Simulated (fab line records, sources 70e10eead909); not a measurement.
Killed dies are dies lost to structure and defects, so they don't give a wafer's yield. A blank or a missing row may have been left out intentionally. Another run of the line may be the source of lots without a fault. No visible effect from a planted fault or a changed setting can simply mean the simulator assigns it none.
fab line records ; flow nandHarc
record lots=24; wafers=72; lastDay=33
route steps=1302 shown A_DECK1_JOINT@543 A_ONON_D2@566 A_CHANNEL_HOLE_D2@604 A_STAIRCASE@639
lots untouched by any fault: they come from a run of this same line in which no faults occurred
startH: start of the lot's first displayed wafer, in hours after the record's first day ; waitH: time in hours since the lot's previous step ; " same as the row above ; L1.1+2: a single row standing in for several wafers ; - either no value or no given start ; * or withheld: withheld ; < > ~ a bound
route shown NAME@n: a module of which the file shows steps, and the number in the route of the first ; usual: mean/standard deviation taken from wafers without a fault ; same: alike in all rows ; chamber/n: place in a boat ; sites: per-site readings ; _std_site: standard deviation across them ; _edge_site: inner sites' mean taken away from outer sites' mean ; radiusMm: for every site, how far away it sits from the centre of the wafer ; mask NAME#n: copy n ; behind: the last tool/chamber to shape the wafer ; hold: cause of the lot's hold/its duration in hours/its outcome ; device: which transistor (n, p or np) failed to switch ; end of line: at the end of the route, the tests of the same wafers ; a step with no rows: only its recipe ; killed: the dies lost at the first sort to structure and to defects; this is not the yield of the wafer ; map: per-die view of a wafer (x killed, . not killed, _ where there is no die)
set.NAME: the setting the step ran with; set.NAME@STEP: the setting that earlier step ran with ; model.NAME: the simulator's own value behind a step, which no gauge read
steps of the route over a sample of lots; a table a step, a row a wafer
services: the hour from which a tool's chamber was out of use, counted from the record's first day as startH (under 0 if before that day), plus the number of hours and why
## steps
# step NHARC_A_DECK1_JOINT_THK_MEAS_17
# recipe thkMeasGauge=ellipsometry
# usual thkNm=44.9/1.1
lot.wafer;tool;chamber;startH;waitH;thkNm
L074.1;filmMetro-01;-;263.87;0.2;44.6
L074.5;filmMetro-01;-;263.87;0.2;45.2
L074.6;filmMetro-01;-;263.87;0.2;46.2
L076.1;filmMetro-02;-;280.82;0.3;43.2
L076.3;filmMetro-02;-;280.82;0.3;44.1
L076.6;filmMetro-02;-;280.82;0.3;47.0
L075.3;filmMetro-01;-;280.96;0.2;44.2
L075.4;filmMetro-01;-;280.96;0.2;43.8
L075.6;filmMetro-01;-;280.96;0.2;44.9
L077.3;filmMetro-02;-;304.15;0.2;45.9
L077.4;filmMetro-02;-;304.15;0.2;45.9
L077.6;filmMetro-02;-;304.15;0.2;46.2
L078.1;filmMetro-02;-;309.72;0.2;46.6
L078.2;filmMetro-02;-;309.72;0.2;45.6
L078.6;filmMetro-02;-;309.72;0.2;45.8
L079.2;filmMetro-01;-;315.26;0.2;43.8
L079.3;filmMetro-01;-;315.26;0.2;44.7
L079.6;filmMetro-01;-;315.26;0.2;44.3
L080.1;filmMetro-02;-;332.07;0.3;44.2
L080.2;filmMetro-02;-;332.07;0.3;45.2
L080.4;filmMetro-02;-;332.07;0.3;44.6
L081.3;filmMetro-02;-;342.09;0.3;42.1
L081.5;filmMetro-02;-;342.09;0.3;44.3
L081.6;filmMetro-02;-;342.09;0.3;46.0
L082.3;filmMetro-01;-;361.52;0.3;45.3
L082.5;filmMetro-01;-;361.52;0.3;46.6
L082.6;filmMetro-01;-;361.52;0.3;44.8
L083.2;filmMetro-02;-;361.52;0.3;44.0
L083.3;filmMetro-02;-;361.52;0.3;46.0
L083.4;filmMetro-02;-;361.52;0.3;44.9
L084.3;filmMetro-01;-;374.07;0.2;43.6
L084.5;filmMetro-01;-;374.07;0.2;46.0
L084.6;filmMetro-01;-;374.07;0.2;43.8
L085.1;filmMetro-01;-;384.19;0.3;46.6
L085.2;filmMetro-01;-;384.19;0.3;44.4
L085.6;filmMetro-01;-;384.19;0.3;46.0
L086.4;filmMetro-01;-;401.54;0.2;46.4
L086.5;filmMetro-01;-;401.54;0.2;44.0
L086.6;filmMetro-01;-;401.54;0.2;44.3
L087.1;filmMetro-02;-;414.27;0.2;44.7
L087.4;filmMetro-02;-;414.27;0.2;44.9
L087.6;filmMetro-02;-;414.27;0.2;44.5
L088.1;filmMetro-01;-;422.22;0.2;45.2
L088.2;filmMetro-01;-;422.22;0.2;47.4
L088.3;filmMetro-01;-;422.22;0.2;45.3
L089.3;filmMetro-02;-;422.22;0.3;45.0
L089.5;filmMetro-02;-;422.22;0.3;44.7
L089.6;filmMetro-02;-;422.22;0.3;43.0
L090.3;filmMetro-01;-;431.42;0.3;45.5
L090.4;filmMetro-01;-;431.42;0.3;46.4
L090.6;filmMetro-01;-;431.42;0.3;44.1
L091.1;filmMetro-02;-;441.54;0.2;45.2
L091.3;filmMetro-02;-;441.54;0.2;44.0
L091.5;filmMetro-02;-;441.54;0.2;44.2
L092.3;filmMetro-01;-;448.68;0.2;44.5
L092.4;filmMetro-01;-;448.68;0.2;43.4
L092.6;filmMetro-01;-;448.68;0.2;44.0
L093.3;filmMetro-01;-;475.20;0.3;42.7
L093.4;filmMetro-01;-;475.20;0.3;43.4
L093.5;filmMetro-01;-;475.20;0.3;45.6
L094.1;filmMetro-01;-;487.39;0.2;45.8
L094.2;filmMetro-01;-;487.39;0.2;45.6
L094.5;filmMetro-01;-;487.39;0.2;44.6
L096.2;filmMetro-01;-;501.30;0.2;45.0
L096.3;filmMetro-01;-;501.30;0.2;43.3
L096.5;filmMetro-01;-;501.30;0.2;44.4
L095.4;filmMetro-02;-;501.31;0.1;45.5
L095.5;filmMetro-02;-;501.31;0.1;44.8
L095.6;filmMetro-02;-;501.31;0.1;46.6
L097.3;filmMetro-01;-;501.48;0.3;46.1
L097.4;filmMetro-01;-;501.48;0.3;45.9
L097.5;filmMetro-01;-;501.48;0.3;46.8
# step NHARC_A_ONON_D2_DEP_33
# recipe targetThkA=2000; tempC=400; pressureTorr=6.5; rfW=900; teosFlowSccm=161.4; flowSccm=2650; targetThkNm=200; gas=O2; material=SiO2
# usual heaterPowerW=556/81; throttleValvePct=16.0/0.55
lot.wafer;tool;chamber;startH;waitH;heaterPowerW;throttleValvePct
L074.1;pecvd-02;1;281.53;0.1;497;15.9
L074.6;pecvd-02;1;281.53;0.1;498;16.3
L074.5;pecvd-02;0;281.53;0.1;698;15.8
L076.1;pecvd-01;1;293.56;0.1;453;15.7
L076.3;pecvd-01;2;293.56;0.1;430;16.2
L076.6;pecvd-01;0;293.56;0.1;664;16.7
L075.3;pecvd-02;1;293.58;0.1;600;16.5
L075.4;pecvd-02;2;293.58;0.1;439;15.3
L075.6;pecvd-02;0;293.58;0.1;691;16.0
L077.3;pecvd-04;2;316.74;0.1;392;15.9
L077.6;pecvd-04;1;316.74;0.1;663;16.1
L077.4;pecvd-04;2;316.74;0.1;409;15.8
L078.2;pecvd-02;1;323.98;0.1;607;16.4
L078.1;pecvd-02;0;323.98;0.1;679;16.0
L078.6;pecvd-02;0;323.98;0.1;694;15.8
L079.3;pecvd-01;1;329.39;0.1;497;15.7
L079.2;pecvd-01;2;329.39;0.1;508;15.6
L079.6;pecvd-01;0;329.39;0.1;674;16.8
L080.1;pecvd-04;2;345.38;0.1;422;16.1
L080.2;pecvd-04;1;345.38;0.1;681;16.0
L080.4;pecvd-04;2;345.38;0.1;443;16.0
L081.3;pecvd-01;0;355.94;0.1;661;17.2
L081.5;pecvd-01;0;355.94;0.1;645;16.8
L081.6;pecvd-01;1;355.94;0.1;570;15.8
L082.3;pecvd-02;2;374.20;0.1;496;15.5
L082.6;pecvd-02;2;374.20;0.1;498;15.3
L082.5;pecvd-02;0;374.20;0.1;635;16.2
L083.3;pecvd-04;2;374.33;0.1;484;16.0
L083.2;pecvd-04;0;374.33;0.1;563;15.3
L083.4;pecvd-04;2;374.33;0.1;494;15.9
L084.3;pecvd-01;1;387.27;0.1;551;15.9
L084.6;pecvd-01;0;387.27;0.1;636;17.0
L084.5;pecvd-01;2;387.27;0.1;511;15.6
L085.1;pecvd-01;0;396.87;0.1;665;16.8
L085.2;pecvd-01;1;396.87;0.1;531;15.8
L085.6;pecvd-01;2;396.87;0.1;504;15.6
L086.4;pecvd-01;0;414.69;0.2;617;17.0
L086.5;pecvd-01;1;414.69;0.2;556;15.9
L086.6;pecvd-01;2;414.69;0.2;505;16.0
L087.1;pecvd-02;1;426.98;0.2;576;16.6
L087.6;pecvd-02;2;426.98;0.2;494;14.7
L087.4;pecvd-02;0;426.98;0.2;664;15.7
L088.3;pecvd-01;0;434.97;0.1;590;17.0
L088.2;pecvd-01;1;434.97;0.1;556;15.8
L088.1;pecvd-01;2;434.97;0.1;538;15.6
L089.3;pecvd-02;2;435.04;0.1;472;14.8
L089.6;pecvd-02;2;435.04;0.1;464;14.8
L089.5;pecvd-02;0;435.04;0.1;628;15.6
L090.3;pecvd-04;0;444.36;0.1;528;15.7
L090.6;pecvd-04;2;444.36;0.1;490;16.1
L090.4;pecvd-04;0;444.36;0.1;547;15.7
L091.3;pecvd-02;1;454.55;0.1;451;16.8
L091.1;pecvd-02;2;454.55;0.1;496;15.1
L091.5;pecvd-02;1;454.55;0.1;485;16.6
L092.3;pecvd-01;2;462.07;0.1;537;16.1
L092.6;pecvd-01;1;462.07;0.1;529;16.0
L092.4;pecvd-01;2;462.07;0.1;515;15.8
L093.3;pecvd-01;1;488.19;0.1;478;16.1
L093.4;pecvd-01;0;488.19;0.1;618;17.0
L093.5;pecvd-01;1;488.19;0.1;487;15.9
L094.1;pecvd-04;1;500.55;0.5;672;15.9
L094.2;pecvd-04;2;500.55;0.5;438;15.9
L094.5;pecvd-04;1;500.55;0.5;685;15.7
L096.3;pecvd-02;1;514.57;0.1;492;16.8
L096.2;pecvd-02;0;514.57;0.1;568;15.8
L096.5;pecvd-02;1;514.57;0.1;532;16.7
L097.3;pecvd-01;0;514.58;0.1;593;16.7
L097.4;pecvd-01;0;514.58;0.1;610;16.4
L097.5;pecvd-01;1;514.58;0.1;565;15.6
L095.6;pecvd-04;1;514.67;0.2;560;15.8
L095.5;pecvd-04;2;514.67;0.2;502;15.8
L095.4;pecvd-04;0;514.67;0.2;487;15.5
# step NHARC_A_ONON_D2_THK_MEAS_34
# recipe thkMeasGauge=ellipsometry
# usual thkNm=199.1/2.5
lot.wafer;tool;chamber;startH;waitH;thkNm
L074.1;filmMetro-01;-;281.94;-;198.4
L074.5;filmMetro-01;-;281.94;-;201.6
L074.6;filmMetro-01;-;281.94;-;201.4
L076.1;filmMetro-02;-;293.97;-;197.6
L076.3;filmMetro-02;-;293.97;-;197.0
L076.6;filmMetro-02;-;293.97;-;199.3
L075.3;filmMetro-01;-;293.99;-;194.8
L075.4;filmMetro-01;-;293.99;-;200.3
L075.6;filmMetro-01;-;293.99;-;198.7
L077.3;filmMetro-01;-;317.11;-;197.9
L077.4;filmMetro-01;-;317.11;-;201.9
L077.6;filmMetro-01;-;317.11;-;197.0
L078.1;filmMetro-02;-;324.52;0.4;196.0
L078.2;filmMetro-02;-;324.52;0.4;197.5
L078.6;filmMetro-02;-;324.52;0.4;200.4
L079.2;filmMetro-01;-;329.80;-;200.5
L079.3;filmMetro-01;-;329.80;-;197.8
L079.6;filmMetro-01;-;329.80;-;202.3
L080.1;filmMetro-01;-;345.93;0.5;198.7
L080.2;filmMetro-01;-;345.93;0.5;194.6
L080.4;filmMetro-01;-;345.93;0.5;200.2
L081.3;filmMetro-02;-;356.35;-;198.7
L081.5;filmMetro-02;-;356.35;-;201.1
L081.6;filmMetro-02;-;356.35;-;204.5
L082.3;filmMetro-01;-;374.57;-;197.9
L082.5;filmMetro-01;-;374.57;-;201.5
L082.6;filmMetro-01;-;374.57;-;198.7
L083.2;filmMetro-01;-;374.75;-;195.2
L083.3;filmMetro-01;-;374.75;-;197.7
L083.4;filmMetro-01;-;374.75;-;201.1
L084.3;filmMetro-01;-;387.64;-;195.1
L084.5;filmMetro-01;-;387.64;-;201.6
L084.6;filmMetro-01;-;387.64;-;199.6
L085.1;filmMetro-01;-;397.28;-;190.7
L085.2;filmMetro-01;-;397.28;-;194.0
L085.6;filmMetro-01;-;397.28;-;197.7
L086.4;filmMetro-02;-;414.97;-;201.3
L086.5;filmMetro-02;-;414.97;-;201.0
L086.6;filmMetro-02;-;414.97;-;202.9
L087.1;filmMetro-02;-;427.31;-;199.6
L087.4;filmMetro-02;-;427.31;-;199.6
L087.6;filmMetro-02;-;427.31;-;205.4
L088.1;filmMetro-01;-;435.39;-;198.5
L088.2;filmMetro-01;-;435.39;-;198.5
L088.3;filmMetro-01;-;435.39;-;196.0
L089.3;filmMetro-02;-;435.41;-;197.5
L089.5;filmMetro-02;-;435.41;-;201.0
L089.6;filmMetro-02;-;435.41;-;200.5
L090.3;filmMetro-02;-;444.68;-;197.6
L090.4;filmMetro-02;-;444.68;-;200.6
L090.6;filmMetro-02;-;444.68;-;200.4
L091.1;filmMetro-01;-;454.96;-;200.8
L091.3;filmMetro-01;-;454.96;-;194.9
L091.5;filmMetro-01;-;454.96;-;200.6
L092.3;filmMetro-02;-;462.39;-;203.8
L092.4;filmMetro-02;-;462.39;-;203.6
L092.6;filmMetro-02;-;462.39;-;202.1
L093.3;filmMetro-01;-;488.52;-;196.7
L093.4;filmMetro-01;-;488.52;-;199.9
L093.5;filmMetro-01;-;488.52;-;199.6
L094.1;filmMetro-02;-;500.91;-;196.8
L094.2;filmMetro-02;-;500.91;-;199.2
L094.5;filmMetro-02;-;500.91;-;199.3
L097.3;filmMetro-01;-;514.95;-;198.0
L097.4;filmMetro-01;-;514.95;-;198.4
L097.5;filmMetro-01;-;514.95;-;200.7
L095.4;filmMetro-02;-;514.95;-;201.7
L095.5;filmMetro-02;-;514.95;-;199.0
L095.6;filmMetro-02;-;514.95;-;200.7
L096.2;filmMetro-01;-;514.98;-;197.7
L096.3;filmMetro-01;-;514.98;-;202.7
L096.5;filmMetro-01;-;514.98;-;202.4
# step NHARC_A_CHANNEL_HOLE_D2_STRIP_28
# recipe o2FlowSccm=500; arFlowSccm=0; biasW=0; chemistry=O2
# usual drypumpMotorCurrentA=5.9/0.52; oesProductAu=1.000/0.01; rfVppV=57.8/0.98; showerheadPlenumPTorr=3.51/0.15; throttleValvePct=17.037/0.009
lot.wafer;tool;chamber;startH;waitH;drypumpMotorCurrentA;oesProductAu;rfHoursCounterH;rfVppV;showerheadPlenumPTorr;throttleValvePct
L074.1;rieDiel-07;2;-;-;6.0;1.001;11;57.1;3.62;17.046
L074.6;rieDiel-07;2;-;-;6.0;1.000;-;59.2;3.62;17.035
L074.5;rieDiel-07;3;-;-;6.4;1.002;-;57.5;3.38;17.056
L076.1;rieDiel-08;1;-;-;5.2;0.997;8;60.7;3.71;17.035
L076.3;rieDiel-08;3;-;-;6.9;0.989;6;57.6;3.65;17.034
L076.6;rieDiel-08;2;-;-;6.2;0.992;-;56.5;3.34;17.037
L075.4;rieDiel-02;0;-;-;5.6;0.997;4;57.6;3.41;17.040
L075.3;rieDiel-02;2;-;-;6.1;1.008;6;57.4;3.34;17.024
L075.6;rieDiel-02;3;-;-;6.0;0.999;-;58.5;3.40;17.039
L077.4;rieDiel-07;1;-;-;5.6;0.997;1;57.9;3.39;17.047
L077.3;rieDiel-07;3;-;-;6.4;0.993;2;58.0;3.38;17.022
L077.6;rieDiel-07;0;-;-;5.1;1.003;-;60.2;3.76;17.038
L078.1;rieDiel-07;0;-;-;5.1;0.986;2;57.7;3.76;17.043
L078.2;rieDiel-07;2;-;-;6.0;1.000;1;58.8;3.62;17.029
L078.6;rieDiel-07;0;-;-;5.1;0.990;-;57.5;3.76;17.050
L079.2;rieDiel-02;3;-;-;6.0;0.995;7;58.5;3.40;17.015
L079.3;rieDiel-02;2;-;-;6.0;0.997;7;58.1;3.34;17.024
L079.6;rieDiel-02;0;-;-;5.6;0.989;-;57.9;3.41;17.036
L080.2;rieDiel-08;0;-;-;5.7;0.997;10;59.1;3.55;17.032
L080.4;rieDiel-08;1;-;-;5.2;1.007;11;57.6;3.71;17.040
L080.1;rieDiel-08;3;-;-;6.8;0.994;8;57.9;3.65;17.047
L081.3;rieDiel-08;2;-;-;6.3;1.001;11;58.3;3.34;17.039
L081.6;rieDiel-08;3;-;-;6.9;0.991;-;57.8;3.65;17.029
L081.5;rieDiel-08;0;-;-;5.7;0.999;-;57.4;3.55;17.027
L082.3;rieDiel-08;3;-;-;6.9;1.002;2;57.8;3.65;17.042
L082.5;rieDiel-08;1;-;-;5.2;0.974;-;58.7;3.71;17.046
L082.6;rieDiel-08;2;-;-;6.2;1.002;-;55.6;3.34;17.031
L083.4;rieDiel-08;1;-;-;5.2;0.982;2;58.4;3.71;17.045
L083.3;rieDiel-08;2;-;-;6.2;1.006;2;58.3;3.34;17.033
L083.2;rieDiel-08;3;-;-;6.8;1.004;2;57.5;3.65;17.042
L084.3;rieDiel-02;3;-;-;6.0;1.001;0;57.5;3.40;17.036
L084.5;rieDiel-02;0;-;-;5.6;0.998;-;59.1;3.41;17.052
L084.6;rieDiel-02;1;-;-;6.0;1.001;-;57.6;3.33;17.032
L085.2;rieDiel-08;3;-;-;6.8;1.006;3;56.6;3.65;17.026
L085.1;rieDiel-08;1;-;-;5.2;0.987;2;58.4;3.71;17.030
L085.6;rieDiel-08;3;-;-;6.9;1.007;-;57.0;3.65;17.041
L086.4;rieDiel-07;2;-;-;6.0;1.001;6;58.3;3.62;17.049
L086.5;rieDiel-07;3;-;-;6.4;1.000;-;57.6;3.38;17.037
L086.6;rieDiel-07;0;-;-;5.1;1.004;-;57.5;3.76;17.028
L087.4;rieDiel-08;0;-;-;5.7;1.011;3;58.7;3.55;17.052
L087.1;rieDiel-08;3;-;-;6.8;1.008;3;60.3;3.65;17.026
L087.6;rieDiel-08;1;-;-;5.2;0.986;-;57.4;3.71;17.037
L088.3;rieDiel-08;1;-;-;5.2;0.978;3;59.1;3.71;17.045
L088.2;rieDiel-08;2;-;-;6.2;1.015;4;58.6;3.34;17.045
L088.1;rieDiel-08;3;-;-;6.8;0.996;4;57.9;3.65;17.020
L089.3;rieDiel-08;2;-;-;6.2;1.020;4;56.8;3.34;17.022
L089.6;rieDiel-08;0;-;-;5.7;1.018;-;57.3;3.55;17.051
L089.5;rieDiel-08;1;-;-;5.2;0.980;-;60.5;3.71;17.035
L090.4;rieDiel-02;2;-;-;6.1;0.998;3;58.7;3.34;17.028
L090.3;rieDiel-02;3;-;-;6.0;1.005;3;57.1;3.40;17.040
L090.6;rieDiel-02;3;-;-;6.0;1.014;-;56.1;3.40;17.047
L091.3;rieDiel-08;3;-;-;6.9;1.004;5;58.9;3.65;17.034
L091.1;rieDiel-08;1;-;-;5.2;0.976;4;58.7;3.71;17.039
L091.5;rieDiel-08;0;-;-;5.7;1.003;-;58.0;3.55;17.034
L092.4;rieDiel-08;2;-;-;6.2;1.018;6;58.7;3.34;17.038
L092.3;rieDiel-08;3;-;-;6.8;1.004;6;57.3;3.65;17.024
L092.6;rieDiel-08;3;-;-;6.8;1.005;-;60.5;3.65;17.037
L093.3;rieDiel-07;0;-;-;5.1;0.999;0;59.0;3.76;17.031
L093.4;rieDiel-07;1;-;-;5.6;1.013;0;56.8;3.39;17.036
L093.5;rieDiel-07;3;-;-;6.4;1.010;-;57.2;3.37;17.035
L094.2;rieDiel-08;0;-;-;5.7;1.004;7;57.2;3.55;17.027
L094.1;rieDiel-08;1;-;-;5.2;0.978;7;58.1;3.71;17.049
L094.5;rieDiel-08;3;-;-;6.9;1.007;-;57.6;3.65;17.047
L097.4;rieDiel-02;1;-;-;6.0;1.005;6;58.5;3.33;17.035
L097.3;rieDiel-02;2;-;-;6.1;1.005;6;56.6;3.34;17.039
L097.5;rieDiel-02;2;-;-;6.1;0.993;-;58.0;3.34;17.045
L095.4;rieDiel-02;2;-;-;6.1;0.994;6;56.4;3.34;17.015
L095.6;rieDiel-02;1;-;-;6.0;1.014;-;58.6;3.33;17.026
L095.5;rieDiel-02;2;-;-;6.1;1.007;-;58.6;3.34;17.035
L096.3;rieDiel-08;0;-;-;5.7;1.010;8;59.9;3.55;17.041
L096.2;rieDiel-08;1;-;-;5.2;0.978;8;57.8;3.71;17.029
L096.5;rieDiel-08;3;-;-;6.9;1.017;-;59.2;3.64;17.033
# step NHARC_A_CHANNEL_HOLE_D2_XSEM_32
# recipe landingEnergyEv=35000
# usual botCdNm=74.6/1.6; bowNm=8.56/0.24; tiltDeg=0.07/0.043
lot.wafer;tool;chamber;startH;waitH;botCdNm;bowNm;tiltDeg
L074.1;xsem-02;0;292.38;0.1;75.5;8.90;0.11
L074.5;xsem-02;0;292.38;0.1;75.1;8.88;0.11
L074.6;xsem-02;0;292.38;0.1;74.3;8.86;0.11
L076.1;xsem-01;0;304.27;0.1;74.0;8.52;0.09
L076.3;xsem-01;0;304.27;0.1;75.9;8.58;0.09
L076.6;xsem-01;0;304.27;0.1;72.3;8.54;0.09
L075.3;xsem-02;0;308.45;0.1;73.5;8.38;0.02
L075.4;xsem-02;0;308.45;0.1;78.6;8.37;0.02
L075.6;xsem-02;0;308.45;0.1;74.9;8.33;0.02
L077.3;xsem-01;0;327.03;0.1;75.3;8.31;0.02
L077.4;xsem-01;0;327.03;0.1;75.4;8.38;0.02
L077.6;xsem-01;0;327.03;0.1;75.6;8.35;0.02
L078.1;xsem-02;0;334.33;0.1;74.0;8.64;0.02
L078.2;xsem-02;0;334.33;0.1;72.3;8.64;0.02
L078.6;xsem-02;0;334.33;0.1;74.7;8.66;0.02
L079.2;xsem-01;0;341.48;0.1;73.6;8.90;0.04
L079.3;xsem-01;0;341.48;0.1;75.3;8.95;0.04
L079.6;xsem-01;0;341.48;0.1;74.1;8.91;0.04
L080.1;xsem-01;0;358.20;0.1;76.5;8.11;0.12
L080.2;xsem-01;0;358.20;0.1;75.8;8.19;0.12
L080.4;xsem-01;0;358.20;0.1;78.0;8.17;0.12
L081.3;xsem-01;0;366.08;0.1;77.6;8.45;0.06
L081.5;xsem-01;0;366.08;0.1;75.5;8.54;0.06
L081.6;xsem-01;0;366.08;0.1;77.8;8.45;0.06
L082.3;xsem-02;0;393.43;0.1;75.6;8.25;0.10
L082.5;xsem-02;0;393.43;0.1;72.4;8.28;0.10
L082.6;xsem-02;0;393.43;0.1;73.1;8.24;0.10
L083.2;xsem-01;0;397.58;0.1;74.3;8.36;0.18
L083.3;xsem-01;0;397.58;0.1;74.4;8.40;0.18
L083.4;xsem-01;0;397.58;0.1;71.1;8.41;0.18
L084.3;xsem-01;0;408.46;0.1;74.0;8.65;0.07
L084.5;xsem-01;0;408.46;0.1;75.9;8.64;0.07
L084.6;xsem-01;0;408.46;0.1;74.2;8.59;0.07
L085.1;xsem-02;0;409.35;0.1;70.1;8.51;0.10
L085.2;xsem-02;0;409.35;0.1;73.0;8.45;0.10
L085.6;xsem-02;0;409.35;0.1;73.2;8.49;0.10
L086.4;xsem-02;0;425.50;0.1;75.1;8.58;0.08
L086.5;xsem-02;0;425.50;0.1;75.9;8.66;0.08
L086.6;xsem-02;0;425.50;0.1;74.8;8.65;0.08
L087.1;xsem-02;0;441.31;0.1;75.3;9.10;0.04
L087.4;xsem-02;0;441.31;0.1;74.6;9.09;0.04
L087.6;xsem-02;0;441.31;0.1;74.3;9.14;0.04
L088.1;xsem-02;0;448.50;0.1;74.3;8.89;0.07
L088.2;xsem-02;0;448.50;0.1;73.6;8.84;0.07
L088.3;xsem-02;0;448.50;0.1;75.5;8.90;0.07
L089.3;xsem-01;0;450.89;0.1;75.0;8.60;0.12
L089.5;xsem-01;0;450.89;0.1;72.1;8.64;0.12
L089.6;xsem-01;0;450.89;0.1;74.6;8.69;0.12
L090.3;xsem-02;0;460.66;0.1;74.1;8.97;0.07
L090.4;xsem-02;0;460.66;0.1;73.6;9.00;0.06
L090.6;xsem-02;0;460.66;0.1;74.8;9.06;0.07
L091.1;xsem-01;0;464.83;0.1;72.2;8.63;0.09
L091.3;xsem-01;0;464.83;0.1;76.4;8.68;0.09
L091.5;xsem-01;0;464.83;0.1;73.6;8.54;0.09
L092.3;xsem-01;0;474.45;0.1;76.0;8.52;0.01
L092.4;xsem-01;0;474.45;0.1;74.6;8.45;0.00
L092.6;xsem-01;0;474.45;0.1;76.0;8.38;0.00
L093.3;xsem-02;0;498.19;0.1;74.4;8.54;0.05
L093.4;xsem-02;0;498.19;0.1;76.3;8.57;0.05
L093.5;xsem-02;0;498.19;0.1;74.9;8.56;0.05
L094.1;xsem-02;0;514.34;0.1;72.3;8.44;0.02
L094.2;xsem-02;0;514.34;0.1;72.0;8.42;0.02
L094.5;xsem-02;0;514.34;0.1;72.7;8.34;0.02
L097.3;xsem-01;0;524.59;0.1;73.7;8.47;0.04
L097.4;xsem-01;0;524.59;0.1;78.2;8.57;0.04
L097.5;xsem-01;0;524.59;0.1;77.1;8.53;0.03
L095.4;xsem-02;0;525.29;0.1;74.8;8.59;0.05
L095.5;xsem-02;0;525.29;0.1;77.2;8.60;0.05
L095.6;xsem-02;0;525.29;0.1;76.7;8.65;0.05
L096.2;xsem-01;0;528.74;0.1;73.4;8.18;0.14
L096.3;xsem-01;0;528.74;0.1;72.9;8.14;0.14
L096.5;xsem-01;0;528.74;0.1;73.9;8.16;0.14
# step NHARC_A_STAIRCASE_DEP_156
# recipe targetThkA=500; tempC=400; targetThkNm=50; flowSccm=200; rfW=450; material=SiNx
# usual heaterPowerW=701/91
lot.wafer;tool;chamber;startH;waitH;heaterPowerW
L074.1;pecvd-04;1;341.12;0.1;896
L074.6;pecvd-04;2;341.12;0.1;568
L074.5;pecvd-04;1;341.12;0.1;899
L076.1;pecvd-04;2;352.94;0.1;579
L076.3;pecvd-04;1;352.94;0.1;863
L076.6;pecvd-04;1;352.94;0.1;871
L075.3;pecvd-03;1;358.29;0.1;642
L075.6;pecvd-03;1;358.29;0.1;641
L075.4;pecvd-03;2;358.29;0.1;736
L077.3;pecvd-04;0;377.13;0.1;663
L077.6;pecvd-04;1;377.13;0.1;870
L077.4;pecvd-04;2;377.13;0.1;547
L078.2;pecvd-02;2;382.28;0.1;628
L078.1;pecvd-02;0;382.28;0.1;784
L078.6;pecvd-02;2;382.28;0.1;637
L079.2;pecvd-02;2;389.81;0.1;693
L079.3;pecvd-02;0;389.81;0.1;871
L079.6;pecvd-02;1;389.81;0.1;777
L080.2;pecvd-02;2;407.44;0.1;745
L080.1;pecvd-02;0;407.44;0.1;829
L080.4;pecvd-02;0;407.44;0.1;820
L081.3;pecvd-04;0;417.65;0.1;702
L081.6;pecvd-04;2;417.65;0.1;603
L081.5;pecvd-04;0;417.65;0.1;729
L082.3;pecvd-03;0;442.23;0.1;639
L082.5;pecvd-03;2;442.23;0.1;734
L082.6;pecvd-03;0;442.23;0.1;660
L083.3;pecvd-02;0;446.67;0.1;825
L083.2;pecvd-02;1;446.67;0.1;735
L083.4;pecvd-02;2;446.67;0.1;594
L084.3;pecvd-02;2;457.10;0.1;650
L084.5;pecvd-02;1;457.10;0.1;715
L084.6;pecvd-02;2;457.10;0.1;666
L085.2;pecvd-02;0;457.24;0.1;751
L085.1;pecvd-02;1;457.24;0.1;728
L085.6;pecvd-02;2;457.24;0.1;650
L086.5;pecvd-03;1;474.70;0.2;600
L086.4;pecvd-03;2;474.70;0.2;731
L086.6;pecvd-03;0;474.70;0.2;595
L087.1;pecvd-03;0;489.88;0.1;601
L087.6;pecvd-03;2;489.88;0.1;620
L087.4;pecvd-03;0;489.88;0.1;597
L088.1;pecvd-02;1;499.00;0.1;744
L088.3;pecvd-02;2;499.00;0.1;684
L088.2;pecvd-02;0;499.00;0.1;810
L089.3;pecvd-03;2;499.05;0.1;736
L089.6;pecvd-03;1;499.05;0.1;616
L089.5;pecvd-03;0;499.05;0.1;632
L090.3;pecvd-02;1;510.58;0.1;632
L090.6;pecvd-02;2;510.58;0.1;609
L090.4;pecvd-02;0;510.58;0.1;808
L091.3;pecvd-04;0;510.75;0.1;702
L091.1;pecvd-04;2;510.75;0.1;631
L091.5;pecvd-04;2;510.75;0.1;642
L092.3;pecvd-04;0;522.54;0.1;624
L092.6;pecvd-04;2;522.54;0.1;628
L092.4;pecvd-04;0;522.54;0.1;631
L093.3;pecvd-02;1;547.20;0.1;727
L093.4;pecvd-02;1;547.20;0.1;731
L093.5;pecvd-02;0;547.20;0.1;802
L094.2;pecvd-04;0;564.65;0.4;657
L094.1;pecvd-04;1;564.65;0.4;787
L094.5;pecvd-04;2;564.65;0.4;668
L097.3;pecvd-03;0;572.52;0.1;607
L097.5;pecvd-03;0;572.52;0.1;607
L097.4;pecvd-03;1;572.52;0.1;649
L095.4;pecvd-04;1;572.57;0.2;788
L095.5;pecvd-04;2;572.57;0.2;610
L095.6;pecvd-04;0;572.57;0.2;714
L096.2;pecvd-02;2;578.49;0.1;638
L096.3;pecvd-02;0;578.49;0.1;750
L096.5;pecvd-02;1;578.49;0.1;713
## services
tool;chamber;startH;hours;kind
rieDiel-08;0;259.11;1.2;repair
pecvd-04;-;262.76;0.9;repair
pecvd-02;1;264.54;3.5;repair
pecvd-01;-;266.16;0.3;repair
pecvd-04;-;269.00;13.0;pm
pecvd-04;2;292.80;11.0;repair
xsem-01;-;294.57;0.4;repair
pecvd-01;-;312.73;13.0;pm
pecvd-02;2;317.91;15.1;repair
pecvd-04;0;325.47;29.9;repair
rieDiel-08;3;330.01;16.1;repair
pecvd-01;2;350.43;2.0;repair
rieDiel-08;-;367.94;9.0;pm
xsem-01;-;374.00;14.0;pm
pecvd-01;0;377.80;2.0;repair
pecvd-02;-;408.29;13.0;pm
xsem-01;-;431.15;0.1;repair
pecvd-04;2;445.47;17.1;repair
pecvd-04;-;450.00;13.0;pm
pecvd-02;0;486.27;6.3;repair
pecvd-01;-;493.73;13.0;pm
pecvd-04;1;506.90;3.7;repair
pecvd-02;-;516.82;0.7;repair
rieDiel-08;-;544.94;9.0;pm
## key
fault none
